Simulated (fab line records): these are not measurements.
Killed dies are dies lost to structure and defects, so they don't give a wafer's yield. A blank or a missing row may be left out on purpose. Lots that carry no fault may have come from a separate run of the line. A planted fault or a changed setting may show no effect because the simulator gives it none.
Struck lot and sound lot, side by side | flow nand_harc | 39 out of 1302 route steps
Sound: wafers L864.1, L864.2, L864.5. Wafers struck: L868.1, L868.3, L868.6. Last of all comes the cause.
At each step with rows: each side's tool, then ch and its chambers, then its first start. Under that, the readings that differ: sound wafers | struck wafers | difference of the means | sigmas: that difference in standard deviations of wafers without a fault.
alike: readings whose means differ by less than 2 such deviations, and words and numbers that are the same on both sides. not compared: withheld readings, readings that some wafer has no value for, bounds like >300 that may hide the same value, and numbers for which the record gives no deviation and whose values overlap.
Wherever a step has rows on one side only, a row that says differs or no value, or a row with sigmas, the two part there. Numbers that have no deviation but don't overlap get no sigmas and don't part them. A reading that every wafer of one side lacks parts them only if that side has two wafers or more.

first, 2 steps without rows for these wafers: NHARC_A_CHANNEL_HOLE_D2_STRIP_42 (strips in CF4/CHF3); NHARC_A_CHANNEL_HOLE_D2_STRIP_43 (strips in O2/COS).
NHARC_A_CHANNEL_HOLE_D2_ETCH_44: etches the open film in CF4/O2, target depth 140 nm, overetch 14 nm, time 77 s.
  sound on rie_diel-04 ch 1,2,3, day 14 10:17; struck on rie_diel-02 ch 0,2, day 15 06:04
  alike: drypump_motor_current_A, oes_f_703_au, oes_product_au, rf_fwd_power_W, rf_vpp_V, showerhead_plenum_p_Torr, throttle_valve_pct
  not compared: rf_hours_counter_h
then, 3 steps without rows for these wafers: NHARC_A_CHANNEL_HOLE_D2_STRIP_28 (strips in O2); NHARC_A_CHANNEL_HOLE_D2_PRECLEAN_29 (cleans in SC1); NHARC_A_CHANNEL_HOLE_D2_SRD_30.
NHARC_A_CHANNEL_HOLE_D2_CD_MEAS_31:
  sound: cd_sem-03 at day 14 11:10; struck: cd_sem-01 at day 15 06:51
  alike: cd_nm
after that, 1 step had no rows for these wafers: NHARC_A_CHANNEL_HOLE_D2_XSEM_32.
NHARC_A_CHANNEL_HOLE_D2_INSPECT_40:
  sound: defect_inspect-02 at day 14 11:22; struck: defect_inspect-01 at day 15 07:02
  alike: raw_defect_count
then, 3 steps without rows for these wafers: NHARC_A_CHANNEL_FILL_D2_PRECLEAN_00 (cleans in SC1); NHARC_A_CHANNEL_FILL_D2_SRD_01; NHARC_A_CHANNEL_FILL_D2_ALD_02 (deposits SiO2, target thk 6 nm, pulse time 10 s, ald cycles 60).
NHARC_A_CHANNEL_FILL_D2_ALD_03: deposits SiNx, target thk 6 nm, pulse time 60 s, ald cycles 58.
  sound on ald_sin_batch-03 ch 0, day 14 14:59; struck on ald_sin_batch-03 ch 0, day 15 12:16
  alike: precursor_pulse_height_rel
then, 2 steps without rows for these wafers: NHARC_A_CHANNEL_FILL_D2_ALD_14 (deposits SiO2, target thk 2.5 nm, pulse time 10 s, ald cycles 25); NHARC_A_CHANNEL_FILL_D2_ALD_15 (deposits SiNx, target thk 2 nm, pulse time 60 s, ald cycles 19).
NHARC_A_CHANNEL_FILL_D2_ALD_16: deposits SiO2, target thk 1.5 nm, pulse time 10 s, ald cycles 15.
  sound on ald_hk-04 ch 0,1,3, day 14 23:48; struck on ald_hk-04 ch 0,1,3, day 15 20:58
  alike: heater_power_outer_w, heater_power_w, precursor_pulse_height_rel
then, 10 steps without rows for these wafers: NHARC_A_CHANNEL_FILL_D2_ANNEAL_17 (time 1800 s); NHARC_A_CHANNEL_FILL_D2_CVD_18 (deposits poly-Si, target thk 3 nm); NHARC_A_CHANNEL_FILL_D2_ETCHBACK_19 (etches the open film in HBr/Cl2, target depth 5 nm, time 1.7 s); NHARC_A_CHANNEL_FILL_D2_ETCHBACK_20 (etches the open film in C4F8/O2/Ar, target depth 27 nm, time 13.5 s); NHARC_A_CHANNEL_FILL_D2_STRIP_28 (strips in O2, time 20 s); NHARC_A_CHANNEL_FILL_D2_PRECLEAN_21 (cleans in dHF, time 30 s); NHARC_A_CHANNEL_FILL_D2_SRD_23; NHARC_A_CHANNEL_FILL_D2_CVD_05 (deposits poly-Si, target thk 5 nm); NHARC_A_CHANNEL_FILL_D2_ANNEAL_22 (time 7200 s); NHARC_A_CHANNEL_FILL_D2_ALD_25 (deposits SiOx, target thk 60 nm, pulse time 10 s, ald cycles 600).
NHARC_A_CHANNEL_FILL_D2_ETCHBACK_08: etches the open film in C4F8, target depth 220 nm, time 110 s.
  sound: rie_diel-12 ch 1,2,3; struck: rie_diel-12 ch 0,2,3
  alike: oes_product_au, rf_fwd_power_W, rf_vpp_V
  not compared: rf_hours_counter_h
NHARC_A_CHANNEL_FILL_D2_STRIP_29: strips in O2, time 20 s.
  sound: rie_diel-12 ch 1,3; struck: rie_diel-12 ch 1,3
  alike: drypump_motor_current_A, oes_product_au, rf_vpp_V, showerhead_plenum_p_Torr, throttle_valve_pct
  not compared: rf_hours_counter_h
then, 5 steps without rows for these wafers: NHARC_A_CHANNEL_FILL_D2_PRECLEAN_30 (cleans in dHF, time 30 s); NHARC_A_CHANNEL_FILL_D2_SRD_31; NHARC_A_CHANNEL_FILL_D2_CVD_09 (deposits poly-Si, target thk 150 nm, time 3000 s); NHARC_A_CHANNEL_FILL_D2_CMP_10 (polishes, target thk 150 nm); NHARC_A_CHANNEL_FILL_D2_SRD_12.
NHARC_A_CHANNEL_FILL_D2_RTA_24: time 5 s.
  sound on rtp_anneal-02 ch 0, day 16 12:44; struck on rtp_anneal-01 ch 0, day 17 08:55
  alike: lamp_power_pct, wafer_temp_C_max
then, 4 steps without rows for these wafers: NHARC_A_STAIRCASE_DEP_156 (deposits SiNx, target thk 50 nm); NHARC_A_STAIRCASE_DEHYDRATE_158 (time 120 s); NHARC_A_STAIRCASE_HMDS_159 (time 30 s); NHARC_A_STAIRCASE_COAT_160.
-- break in the record here, with 9 days between the starts of the struck wafers on either side (left off in module A_STAIRCASE, picked up again in module END, where the first step shown is number 1302 on the route) --
NHARC_END_SORT_01:
  the record has rows for the struck wafers here (prober-01 ch 0, day 26 02:32) and none for the sound ones

== WHERE THEY PART ==
Only at NHARC_END_SORT_01, as far as this record shows.

WHY: whatever the simulator had introduced
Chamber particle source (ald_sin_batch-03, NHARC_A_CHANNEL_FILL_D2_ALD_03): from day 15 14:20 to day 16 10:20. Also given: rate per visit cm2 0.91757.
